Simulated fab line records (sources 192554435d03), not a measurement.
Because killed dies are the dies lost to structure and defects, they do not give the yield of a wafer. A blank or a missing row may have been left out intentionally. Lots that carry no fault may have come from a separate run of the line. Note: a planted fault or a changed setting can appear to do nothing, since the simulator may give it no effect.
Chamber matching :: flow n5_finfet :: N5_BEOL_M10_ETCH_65 on rie_diel-04: 4 sister chambers
The step etches SiARC in CF4, target depth 39 nm, time 65 s. 16 wafers are shown with their chamber, then 8 later ones without.

== WAFERS PAIRED WITH THEIR CHAMBERS ==
wafer: L076.1
chamber: 3
showerhead_plenum_p_Torr (Torr): 2.18
throttle_valve_pct (%): 15.65
etch_rf_on_time_s (s): 65.3

wafer: L076.4
chamber: 1
showerhead_plenum_p_Torr (Torr): 2.10
throttle_valve_pct (%): 15.20
etch_rf_on_time_s (s): 62.3

wafer: L076.6
chamber: 3
showerhead_plenum_p_Torr (Torr): 2.18
throttle_valve_pct (%): 15.66
etch_rf_on_time_s (s): 65.8

wafer: L080.3
chamber: 0
showerhead_plenum_p_Torr (Torr): 2.27
throttle_valve_pct (%): 15.55
etch_rf_on_time_s (s): 64.8

wafer: L080.4
chamber: 3
showerhead_plenum_p_Torr (Torr): 2.18
throttle_valve_pct (%): 15.65
etch_rf_on_time_s (s): 66.4

wafer: L080.5
chamber: 0
showerhead_plenum_p_Torr (Torr): 2.27
throttle_valve_pct (%): 15.53
etch_rf_on_time_s (s): 65.1

wafer: L079.3
chamber: 0
showerhead_plenum_p_Torr (Torr): 2.26
throttle_valve_pct (%): 15.55
etch_rf_on_time_s (s): 63.7

wafer: L079.4
chamber: 2
showerhead_plenum_p_Torr (Torr): 2.27
throttle_valve_pct (%): 15.32
etch_rf_on_time_s (s): 66.2

wafer: L079.6
chamber: 1
showerhead_plenum_p_Torr (Torr): 2.09
throttle_valve_pct (%): 15.20
etch_rf_on_time_s (s): 61.7

wafer: L084.1
chamber: 0
showerhead_plenum_p_Torr (Torr): 2.26
throttle_valve_pct (%): 15.55
etch_rf_on_time_s (s): 64.1

wafer: L084.3
chamber: 1
showerhead_plenum_p_Torr (Torr): 2.09
throttle_valve_pct (%): 15.24
etch_rf_on_time_s (s): 61.6

wafer: L084.4
chamber: 3
showerhead_plenum_p_Torr (Torr): 2.17
throttle_valve_pct (%): 15.69
etch_rf_on_time_s (s): 65.2

wafer: L089.1
chamber: 1
showerhead_plenum_p_Torr (Torr): 2.09
throttle_valve_pct (%): 15.26
etch_rf_on_time_s (s): 61.9

wafer: L089.4
chamber: 3
showerhead_plenum_p_Torr (Torr): 2.17
throttle_valve_pct (%): 15.71
etch_rf_on_time_s (s): 64.7

wafer: L089.5
chamber: 2
showerhead_plenum_p_Torr (Torr): 2.26
throttle_valve_pct (%): 15.39
etch_rf_on_time_s (s): 67.0

wafer: L091.2
chamber: 2
showerhead_plenum_p_Torr (Torr): 2.26
throttle_valve_pct (%): 15.38
etch_rf_on_time_s (s): 67.1

SIGNATURES (means of the wafers above)
reading: showerhead_plenum_p_Torr
chamber 0: 2.2650
chamber 1: 2.0925
chamber 2: 2.2633
chamber 3: 2.1760
scatter within a chamber: 0.00549

reading: throttle_valve_pct
chamber 0: 15.5450
chamber 1: 15.2250
chamber 2: 15.3633
chamber 3: 15.6720
scatter within a chamber: 0.027

reading: etch_rf_on_time_s
chamber 0: 64.425
chamber 1: 61.875
chamber 2: 66.767
chamber 3: 65.480
scatter within a chamber: 0.553
Rule: for each reading, subtract the chamber's mean from the wafer's reading, divide by that reading's scatter and square the result; add these up over the readings and take the root, which gives the wafer's distance from the chamber. If the next closest chamber is less than 2 further off than the closest, the wafer can't be placed; otherwise it belongs to the closest. The scatter: the root of (the sum of the squares of (reading less its chamber's mean) over the shown wafers, divided by (wafers less chambers)).

== WAFERS WHOSE CHAMBER IS MISSING ==
wafer: L091.3
showerhead_plenum_p_Torr (Torr): 2.08
throttle_valve_pct (%): 15.27
etch_rf_on_time_s (s): 61.7

wafer: L091.6
showerhead_plenum_p_Torr (Torr): 2.26
throttle_valve_pct (%): 15.59
etch_rf_on_time_s (s): 65.0

wafer: L096.1
showerhead_plenum_p_Torr (Torr): 2.25
throttle_valve_pct (%): 15.62
etch_rf_on_time_s (s): 65.7

wafer: L096.3
showerhead_plenum_p_Torr (Torr): 2.16
throttle_valve_pct (%): 15.71
etch_rf_on_time_s (s): 66.5

wafer: L096.5
showerhead_plenum_p_Torr (Torr): 2.08
throttle_valve_pct (%): 15.26
etch_rf_on_time_s (s): 62.7

wafer: L097.1
showerhead_plenum_p_Torr (Torr): 2.16
throttle_valve_pct (%): 15.73
etch_rf_on_time_s (s): 65.1

wafer: L097.3
showerhead_plenum_p_Torr (Torr): 2.26
throttle_valve_pct (%): 15.41
etch_rf_on_time_s (s): 66.3

wafer: L097.5
showerhead_plenum_p_Torr (Torr): 2.25
throttle_valve_pct (%): 15.62
etch_rf_on_time_s (s): 64.5

== THE CHAMBER EACH PASSED THROUGH ==
wafer: L091.3
from the rows above: 1
in truth: 1

wafer: L091.6
from the rows above: 0
in truth: 0

wafer: L096.1
from the rows above: 0
in truth: 0

wafer: L096.3
from the rows above: 3
in truth: 3

wafer: L096.5
from the rows above: 1
in truth: 1

wafer: L097.1
from the rows above: 3
in truth: 3

wafer: L097.3
from the rows above: 2
in truth: 2

wafer: L097.5
from the rows above: 0
in truth: 0
Correctly placed: 8 of 8. Number that these rows cannot place: 0. Number placed wrongly: 0.
